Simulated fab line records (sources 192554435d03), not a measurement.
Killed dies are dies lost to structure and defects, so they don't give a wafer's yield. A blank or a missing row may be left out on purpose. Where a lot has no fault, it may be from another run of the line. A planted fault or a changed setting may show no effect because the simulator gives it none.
fab line records ; flow n5-finfet ; part 1 of 2: steps 1 to 3 of 6
record: lots: 19; wafers: 57; last-day: 18
route steps=1938 shown GATE_CUT@502 MOL_CONTACT_COAG@531
lots with no fault: from the same line, run without faults
start-h: hours from the record's opening day to when the first of the lot's shown wafers began ; wait-h: how many hours have passed since the lot's step before this one ; " same as the row above ; L1.1+2: several wafers, shown together as one row ; - no value, or no start given ; * or withheld: withheld ; < > ~ a bound
route shown NAME@n: a module of which the file shows steps, and the number in the route of the first ; usual: average and standard deviation across the fault-free wafers ; same: alike in all rows ; chamber/n: place in a boat ; sites: readings site by site ; _std_site: their standard deviation ; _edge_site: the outer-site mean with the inner-site mean subtracted ; radius-mm: for every site, how far away it sits from the centre of the wafer ; mask NAME#n: copy n ; behind: the last tool/chamber to shape the wafer ; hold: cause of the lot's hold/its duration in hours/its outcome ; device: which transistor (n, p or np) failed to switch ; end of line: tests of these same wafers at the route's end ; a step without rows: its recipe alone ; killed: dies lost to structure and defects at the first sort, not the wafer's yield ; map: dies across one wafer; x = killed, . = not, _ = none there
set.NAME: the setting as run; set.NAME@STEP: as run at that earlier step ; model.NAME: the simulator's own value behind a step, which no gauge read
a sample of lots followed through the steps of the route, with each step as a table and each wafer as a row
services: from which hour (start-h, from the record's first day; less than 0 if before it) a tool's chamber was out of use, for how many hours, and why
== steps ==
step: N5_GATE_CUT_CUT_ETCH_55
recipe: chemistry: BCl3; target: HfO2; mask-material: SiO2; target-depth-a: 32; ion-energy-ev: 30; pressure-mtorr: 5; icp-w: 450; bias-w: 18; bcl3-flow-sccm: 80
usual: bcl3-flow-sccm: 79.98/0.25; drypump-motor-current-A: 5.8/0.44; oes-product-au: 0.84/0.11; rf-fwd-power-W: 439.8/2; throttle-valve-pct: 33.03/0.29
lot.wafer;tool;chamber;start-h;wait-h;bcl3-flow-sccm;drypump-motor-current-A;oes-product-au;rf-fwd-power-W;rf-hours-counter-h;throttle-valve-pct
L074.3;rie-metal-03;0;83.60;0.1;80.03;5.7;0.59;439.2;-;33.13
L074.4;rie-metal-03;0;83.60;0.1;79.59;5.7;0.59;438.8;-;33.13
L074.5;rie-metal-03;0;83.60;0.1;79.93;5.7;0.59;438.1;-;33.12
L075.3;rie-metal-03;0;88.29;0.1;79.85;5.7;0.58;440.9;-;33.14
L075.4;rie-metal-03;0;88.29;0.1;79.66;5.7;0.58;439.5;-;33.13
L075.6;rie-metal-03;0;88.29;0.1;80.00;5.7;0.58;438.4;-;33.12
L076.1;rie-metal-02;1;100.33;0.0;79.85;6.4;0.95;437.6;5;33.11
L076.2;rie-metal-02;0;100.33;0.0;80.23;5.0;0.92;443.2;4;33.12
L076.5;rie-metal-02;0;100.33;0.0;80.01;5.1;0.92;442.8;-;33.13
L077.1;rie-metal-02;0;102.58;0.0;80.21;5.1;0.91;439.7;5;33.15
L077.3;rie-metal-02;0;102.58;0.0;80.29;5.0;0.92;442.3;-;33.11
L077.6;rie-metal-02;1;102.58;0.0;79.87;6.4;0.95;437.6;-;33.11
L078.1;rie-metal-01;1;109.30;0.0;79.66;6.3;0.72;439.1;61;33.55
L078.4;rie-metal-01;0;109.30;0.0;79.66;5.7;0.78;438.1;-;32.88
L078.5;rie-metal-01;1;109.30;0.0;79.92;6.2;0.72;440.7;-;33.55
L079.1;rie-metal-02;1;115.29;0.0;80.55;6.4;0.95;439.6;6;33.12
L079.3;rie-metal-02;0;115.29;0.0;80.00;5.0;0.91;442.6;-;33.14
L079.5;rie-metal-02;0;115.29;0.0;80.10;5.0;0.91;442.1;-;33.12
L080.1;rie-metal-02;1;122.49;0.0;79.98;6.4;0.93;438.4;7;33.12
L080.4;rie-metal-02;0;122.49;0.0;80.14;5.0;0.90;442.2;-;33.13
L080.5;rie-metal-02;0;122.49;0.0;79.98;5.0;0.91;441.9;-;33.14
L081.1;rie-metal-01;0;131.31;0.0;80.37;5.7;0.78;438.0;50;32.86
L081.3;rie-metal-01;1;131.31;0.0;79.80;6.3;0.72;440.1;-;33.56
L081.6;rie-metal-01;0;131.31;0.0;79.91;5.7;0.79;437.2;-;32.88
L083.3;rie-metal-02;0;144.26;0.0;80.14;5.1;0.90;442.9;-;33.13
L083.5;rie-metal-02;1;144.26;0.0;79.58;6.4;0.93;439.6;-;33.13
L083.6;rie-metal-02;0;144.26;0.0;80.08;5.1;0.90;442.2;-;33.14
L084.2;rie-metal-03;1;144.46;0.0;79.81;5.8;0.95;443.4;3;32.56
L084.5;rie-metal-03;1;144.46;0.0;79.60;5.8;0.96;443.7;-;32.56
L084.6;rie-metal-03;0;144.46;0.0;80.61;5.7;0.97;438.9;-;32.84
L085.2;rie-metal-01;0;154.13;0.0;79.90;5.7;0.77;439.9;53;32.89
L085.3;rie-metal-01;1;154.13;0.0;79.66;6.2;0.71;440.3;-;33.56
L085.5;rie-metal-01;1;154.13;0.0;80.25;6.2;0.71;437.0;-;33.53
L087.3;rie-metal-03;0;164.37;0.0;79.74;5.7;0.97;439.7;-;32.83
L087.4;rie-metal-03;1;164.37;0.0;79.76;5.8;0.94;442.4;-;32.55
L087.5;rie-metal-03;0;164.37;0.0;80.07;5.7;0.95;441.3;-;32.83
L089.1;rie-metal-03;1;180.47;0.0;80.04;5.8;0.91;442.4;8;32.57
L089.3;rie-metal-03;0;180.47;0.0;80.14;5.7;0.93;441.0;-;32.83
L089.5;rie-metal-03;1;180.47;0.0;80.04;5.8;0.92;444.2;-;32.55
L090.1;rie-metal-01;1;183.67;0.0;80.04;6.2;0.70;438.1;68;33.55
L090.2;rie-metal-01;0;183.67;0.0;80.15;5.7;0.76;439.5;56;32.89
L090.6;rie-metal-01;0;183.67;0.0;79.98;5.7;0.75;438.3;-;32.90
L091.1;rie-metal-01;0;190.28;0.0;79.66;5.7;0.76;435.5;57;32.89
L091.4;rie-metal-01;0;190.28;0.0;80.16;5.6;0.76;437.7;-;32.90
L091.5;rie-metal-01;0;190.28;0.0;79.90;5.6;0.76;438.2;-;32.89
L094.1;rie-metal-02;0;206.71;0.0;80.03;5.1;0.87;440.9;13;33.14
L094.2;rie-metal-02;1;206.71;0.0;79.58;6.4;0.90;437.2;14;33.13
L094.4;rie-metal-02;0;206.71;0.0;80.14;5.1;0.86;440.2;-;33.13
L095.4;rie-metal-03;1;213.35;0.0;80.14;5.8;0.91;442.6;-;32.55
L095.5;rie-metal-03;0;213.35;0.0;80.13;5.7;0.92;438.2;-;32.85
L095.6;rie-metal-03;1;213.35;0.0;79.52;5.8;0.91;442.4;-;32.55
L096.1;rie-metal-02;1;217.89;0.0;80.25;6.4;0.89;437.3;15;33.14
L096.3;rie-metal-02;1;217.89;0.0;80.00;6.4;0.89;438.3;-;33.11
L096.5;rie-metal-02;0;217.89;0.0;80.17;5.0;0.86;442.3;-;33.14
L097.2;rie-metal-02;0;224.47;0.0;80.23;5.1;0.86;440.1;14;33.16
L097.3;rie-metal-02;1;224.47;0.0;80.09;6.4;0.88;438.3;-;33.15
L097.6;rie-metal-02;1;224.47;0.0;79.80;6.4;0.89;437.5;-;33.11
step: N5_MOL_CONTACT_COAG_ETCH_105
recipe: chemistry: CF4; target: SiARC; target-depth-a: 156; mask-material: CAR-EUV; time-s: 26; ion-energy-ev: 80; pressure-mtorr: 40; source-w: 545; bias-w: 36; Ar_flow_sccm: 100; cf4-flow-sccm: 100; ends: cleared
usual: drypump-motor-current-A: 5.7/0.44; etch-rf-on-time-s: 26.0/0.69; oes-product-au: 0.66/0.075; rf-fwd-power-W: 533.0/2.1; rf-vpp-V: 183.7/1.1; showerhead-plenum-p-Torr: 2.11/0.047; throttle-valve-pct: 15.63/0.28
lot.wafer;tool;chamber;start-h;wait-h;drypump-motor-current-A;etch-rf-on-time-s;oes-product-au;rf-fwd-power-W;rf-hours-counter-h;rf-vpp-V;showerhead-plenum-p-Torr;throttle-valve-pct
L074.3;rie-diel-01;1;87.40;0.0;6.3;26.3;0.59;534.8;222;184.5;2.11;15.75
L074.4;rie-diel-01;3;87.40;0.0;6.1;25.4;0.75;534.8;-;182.6;2.09;15.10
L074.5;rie-diel-01;1;87.40;0.0;6.3;26.5;0.60;535.3;-;183.3;2.11;15.74
L075.3;rie-diel-03;3;91.85;0.0;5.8;25.6;0.70;529.9;70;184.6;2.16;15.61
L075.4;rie-diel-03;2;91.85;0.0;5.8;27.1;0.60;530.5;225;182.5;2.04;15.88
L075.6;rie-diel-03;0;91.85;0.0;5.2;25.7;0.64;532.3;-;182.2;2.05;15.51
L076.1;rie-diel-03;3;104.30;0.0;5.8;25.8;0.69;531.9;75;184.9;2.16;15.63
L076.2;rie-diel-03;0;104.30;0.0;5.2;26.4;0.62;532.9;165;182.4;2.05;15.52
L076.5;rie-diel-03;2;104.30;0.0;5.8;27.1;0.60;533.3;-;184.7;2.04;15.91
L077.1;rie-diel-03;0;105.90;0.0;5.2;25.9;0.63;529.3;165;183.6;2.05;15.53
L077.3;rie-diel-03;2;105.90;0.0;5.8;26.8;0.60;532.6;231;183.5;2.04;15.88
L077.6;rie-diel-03;0;105.90;0.0;5.2;26.1;0.63;532.0;-;183.8;2.05;15.52
L078.1;rie-diel-03;3;112.90;0.0;5.8;25.5;0.70;531.8;78;183.7;2.16;15.62
L078.4;rie-diel-03;2;112.90;0.0;5.8;26.9;0.60;532.2;-;183.2;2.03;15.90
L078.5;rie-diel-03;3;112.90;0.0;5.8;25.7;0.70;530.8;-;184.6;2.16;15.64
L079.1;rie-diel-03;0;118.78;0.0;5.2;26.3;0.61;532.2;170;183.4;2.05;15.53
L079.3;rie-diel-03;2;118.78;0.0;5.8;27.0;0.60;532.3;236;180.9;2.03;15.89
L079.5;rie-diel-03;0;118.78;0.0;5.2;26.4;0.62;531.9;-;182.8;2.05;15.52
L080.1;rie-diel-01;1;125.85;0.0;6.3;27.1;0.58;535.4;233;183.0;2.10;15.77
L080.4;rie-diel-01;2;125.85;0.0;5.8;27.5;0.79;532.0;10;182.9;2.11;15.51
L080.5;rie-diel-01;1;125.85;0.0;6.3;27.0;0.59;534.1;-;184.6;2.10;15.78
L081.1;rie-diel-06;0;135.05;0.0;5.7;25.5;0.69;535.9;102;183.5;2.08;15.33
L081.3;rie-diel-06;3;135.05;0.0;6.0;26.4;0.58;537.0;215;186.3;2.12;15.96
L081.6;rie-diel-06;0;135.05;0.0;5.8;25.6;0.69;534.6;-;184.1;2.08;15.33
L083.3;rie-diel-01;0;147.57;0.0;4.8;25.5;0.60;534.4;219;184.5;2.14;16.07
L083.5;rie-diel-01;3;147.57;0.0;6.1;26.0;0.72;532.2;-;182.7;2.08;15.14
L083.6;rie-diel-01;0;147.57;0.0;4.8;25.6;0.60;534.2;-;186.3;2.14;16.09
L084.2;rie-diel-06;0;147.91;0.0;5.8;25.7;0.68;533.1;107;183.2;2.07;15.32
L084.5;rie-diel-06;1;147.91;0.0;5.7;25.1;0.60;532.8;-;182.2;2.12;15.84
L084.6;rie-diel-06;0;147.91;0.0;5.8;25.8;0.68;533.9;-;183.2;2.07;15.34
L085.2;rie-diel-01;1;159.23;0.0;6.3;26.6;0.58;534.6;248;183.7;2.10;15.79
L085.3;rie-diel-01;0;159.23;0.0;4.8;25.1;0.61;531.2;223;183.5;2.13;16.09
L085.5;rie-diel-01;2;159.23;0.0;5.8;26.8;0.77;533.9;-;182.3;2.10;15.53
L087.3;rie-diel-06;1;167.81;0.0;5.8;25.1;0.60;537.9;216;183.5;2.12;15.84
L087.4;rie-diel-06;2;167.81;0.0;4.9;25.2;0.78;533.1;39;184.7;2.16;15.60
L087.5;rie-diel-06;0;167.81;0.0;5.8;25.4;0.68;533.9;-;182.0;2.07;15.35
L089.1;rie-diel-06;0;184.64;0.0;5.8;25.5;0.66;533.4;120;182.4;2.07;15.36
L089.3;rie-diel-06;3;184.64;0.0;6.0;26.7;0.56;534.2;234;184.0;2.11;15.99
L089.5;rie-diel-06;1;184.64;0.0;5.7;25.2;0.59;535.4;-;185.2;2.12;15.86
L090.1;rie-diel-01;0;187.12;0.0;4.8;25.5;0.59;533.2;236;182.5;2.13;16.13
L090.2;rie-diel-01;2;187.12;0.0;5.7;27.3;0.74;535.0;32;183.2;2.10;15.56
L090.6;rie-diel-01;3;187.12;0.0;6.1;25.9;0.71;533.6;-;183.0;2.08;15.18
L091.1;rie-diel-03;0;194.16;0.0;5.2;26.0;0.61;531.8;201;181.9;2.04;15.59
L091.4;rie-diel-03;3;194.16;0.0;5.8;25.8;0.67;532.4;111;183.5;2.15;15.70
L091.5;rie-diel-03;2;194.16;0.0;5.8;26.7;0.83;531.7;-;186.0;2.28;15.48
L094.1;rie-diel-01;3;210.16;0.0;6.1;25.8;0.70;533.8;87;183.5;2.07;15.18
L094.2;rie-diel-01;0;210.16;0.0;4.8;25.0;0.59;535.0;242;184.9;2.13;16.13
L094.4;rie-diel-01;2;210.16;0.0;5.8;27.3;0.74;533.4;38;182.1;2.10;15.57
L095.4;rie-diel-03;1;217.14;0.0;5.8;25.4;0.77;529.7;-;185.0;2.17;15.15
L095.5;rie-diel-03;0;217.14;0.0;5.2;26.2;0.60;530.1;-;183.4;2.03;15.63
L095.6;rie-diel-03;3;217.14;0.0;5.8;26.0;0.65;531.5;-;184.5;2.14;15.72
L096.1;rie-diel-06;0;221.22;0.0;5.8;25.6;0.67;533.4;129;182.7;2.07;15.41
L096.3;rie-diel-06;3;221.22;0.0;6.0;26.5;0.56;537.7;242;185.0;2.11;15.99
L096.5;rie-diel-06;0;221.22;0.0;5.7;25.6;0.67;532.8;-;183.4;2.07;15.36
L097.2;rie-diel-01;3;227.92;0.0;6.1;25.5;0.70;536.8;91;182.1;2.07;15.20
L097.3;rie-diel-01;0;227.92;0.0;4.8;24.9;0.59;532.5;247;182.7;2.13;16.15
L097.6;rie-diel-01;2;227.92;0.0;5.8;27.1;0.73;529.0;-;184.2;2.09;15.59
step: N5_MOL_CONTACT_COAG_ETCH_106
recipe: chemistry: N2/H2; target: SOC; target-depth-a: 800; overetch-a: 160; mask-material: SiARC; temp-c: 40; time-s: 120; ion-energy-ev: 200; pressure-mtorr: 30; source-w: 840; bias-w: 150; n2-flow-sccm: 200; h2-flow-sccm: 200
usual: drypump-motor-current-A: 5.7/0.44; oes-product-au: 0.69/0.077; rf-fwd-power-W: 836.0/2.5; rf-vpp-V: 522.8/1.9; showerhead-plenum-p-Torr: 2.50/0.061; throttle-valve-pct: 17.84/0.28
lot.wafer;tool;chamber;start-h;wait-h;drypump-motor-current-A;oes-product-au;rf-fwd-power-W;rf-hours-counter-h;rf-vpp-V;showerhead-plenum-p-Torr;throttle-valve-pct
L074.3;rie-diel-01;1;87.43;0.0;6.3;0.63;834.3;222;522.9;2.49;17.82
L074.4;rie-diel-01;3;87.43;0.0;6.1;0.78;837.1;-;523.4;2.48;17.36
L074.5;rie-diel-01;1;87.43;0.0;6.3;0.63;836.6;-;523.2;2.49;17.83
L075.3;rie-diel-03;3;91.88;0.0;5.8;0.74;838.3;70;524.5;2.59;17.99
L075.4;rie-diel-03;2;91.88;0.0;5.8;0.64;833.9;225;519.5;2.41;18.05
L075.6;rie-diel-03;0;91.88;0.0;5.2;0.66;834.5;-;520.1;2.45;17.90
L076.1;rie-diel-03;3;104.33;0.0;5.8;0.73;831.9;75;524.6;2.58;18.02
L076.2;rie-diel-03;0;104.33;0.0;5.2;0.66;838.0;165;521.8;2.45;17.92
L076.5;rie-diel-03;2;104.33;0.0;5.9;0.64;832.6;-;519.5;2.41;18.06
L077.1;rie-diel-03;0;105.93;0.0;5.2;0.65;838.4;165;520.3;2.45;17.91
L077.3;rie-diel-03;2;105.93;0.0;5.8;0.64;834.7;231;520.2;2.41;18.04
L077.6;rie-diel-03;0;105.93;0.0;5.2;0.66;835.4;-;519.0;2.45;17.93
L078.1;rie-diel-03;3;112.93;0.0;5.8;0.73;835.7;78;525.4;2.58;18.01
L078.4;rie-diel-03;2;112.93;0.0;5.8;0.63;832.6;-;519.9;2.41;18.07
L078.5;rie-diel-03;3;112.93;0.0;5.8;0.72;832.6;-;526.6;2.58;18.00
L079.1;rie-diel-03;0;118.81;0.0;5.2;0.65;834.4;170;521.8;2.45;17.94
L079.3;rie-diel-03;2;118.81;0.0;5.8;0.64;834.1;236;519.5;2.40;18.06
L079.5;rie-diel-03;0;118.81;0.0;5.2;0.65;833.2;-;520.2;2.45;17.93
L080.1;rie-diel-01;1;125.87;0.0;6.3;0.63;830.2;233;523.0;2.48;17.86
L080.4;rie-diel-01;2;125.87;0.0;5.7;0.83;834.4;10;521.5;2.48;17.66
L080.5;rie-diel-01;1;125.87;0.0;6.3;0.62;833.9;-;522.9;2.48;17.85
L081.1;rie-diel-06;0;135.08;0.0;5.8;0.72;834.8;102;521.8;2.45;17.43
L081.3;rie-diel-06;3;135.08;0.0;6.0;0.62;835.7;215;523.0;2.51;18.15
L081.6;rie-diel-06;0;135.08;0.0;5.8;0.72;836.6;-;522.0;2.45;17.40
L083.3;rie-diel-01;0;147.60;0.0;4.8;0.62;836.0;219;523.8;2.51;18.16
L083.5;rie-diel-01;3;147.60;0.0;6.1;0.76;834.6;-;521.8;2.47;17.39
L083.6;rie-diel-01;0;147.60;0.0;4.8;0.62;835.6;-;523.1;2.51;18.18
L084.2;rie-diel-06;0;147.94;0.0;5.8;0.71;833.4;107;521.7;2.44;17.41
L084.5;rie-diel-06;1;147.94;0.0;5.8;0.61;834.2;-;522.5;2.50;17.92
L084.6;rie-diel-06;0;147.94;0.0;5.8;0.71;835.2;-;522.0;2.44;17.44
L085.2;rie-diel-01;1;159.26;0.0;6.3;0.62;838.6;248;523.3;2.48;17.87
L085.3;rie-diel-01;0;159.26;0.0;4.8;0.62;840.8;223;523.1;2.51;18.19
L085.5;rie-diel-01;2;159.26;0.0;5.8;0.82;833.1;-;521.6;2.47;17.68
L087.3;rie-diel-06;1;167.84;0.0;5.7;0.61;834.5;216;523.2;2.50;17.92
L087.4;rie-diel-06;2;167.84;0.0;4.9;0.80;837.2;40;524.2;2.59;18.03
L087.5;rie-diel-06;0;167.84;0.0;5.8;0.70;838.8;-;521.8;2.44;17.45
L089.1;rie-diel-06;0;184.67;0.0;5.8;0.70;838.0;120;521.2;2.44;17.47
L089.3;rie-diel-06;3;184.67;0.0;6.0;0.60;839.4;234;522.7;2.50;18.19
L089.5;rie-diel-06;1;184.67;0.0;5.8;0.61;838.9;-;521.9;2.49;17.92
L090.1;rie-diel-01;0;187.15;0.0;4.9;0.61;836.9;236;523.0;2.50;18.21
L090.2;rie-diel-01;2;187.15;0.0;5.8;0.79;839.3;32;523.1;2.47;17.68
L090.6;rie-diel-01;3;187.15;0.0;6.1;0.73;842.0;-;520.6;2.47;17.42
L091.1;rie-diel-03;0;194.19;0.0;5.2;0.63;835.4;201;519.7;2.43;17.98
L091.4;rie-diel-03;3;194.19;0.0;5.8;0.69;833.1;111;525.2;2.57;18.07
L091.5;rie-diel-03;2;194.19;0.0;5.9;0.87;833.6;-;529.9;2.72;17.71
L094.1;rie-diel-01;3;210.19;0.0;6.1;0.73;836.6;87;522.7;2.46;17.45
L094.2;rie-diel-01;0;210.19;0.0;4.8;0.61;834.4;242;522.2;2.50;18.21
L094.4;rie-diel-01;2;210.19;0.0;5.8;0.79;836.4;38;521.8;2.47;17.69
L095.4;rie-diel-03;1;217.20;0.0;5.9;0.79;830.4;-;525.4;2.59;17.32
L095.5;rie-diel-03;0;217.20;0.0;5.2;0.63;831.3;-;520.1;2.43;18.00
L095.6;rie-diel-03;3;217.20;0.0;5.8;0.68;840.0;-;524.0;2.57;18.09
L096.1;rie-diel-06;0;221.24;0.0;5.8;0.69;836.0;129;522.1;2.43;17.47
L096.3;rie-diel-06;3;221.24;0.0;6.0;0.60;839.8;242;522.7;2.50;18.20
L096.5;rie-diel-06;0;221.24;0.0;5.7;0.69;838.9;-;521.3;2.43;17.47
L097.2;rie-diel-01;3;227.95;0.0;6.1;0.73;835.3;91;521.2;2.46;17.46
L097.3;rie-diel-01;0;227.95;0.0;4.9;0.60;839.5;247;522.9;2.50;18.23
L097.6;rie-diel-01;2;227.95;0.0;5.8;0.78;838.6;-;521.6;2.47;17.72
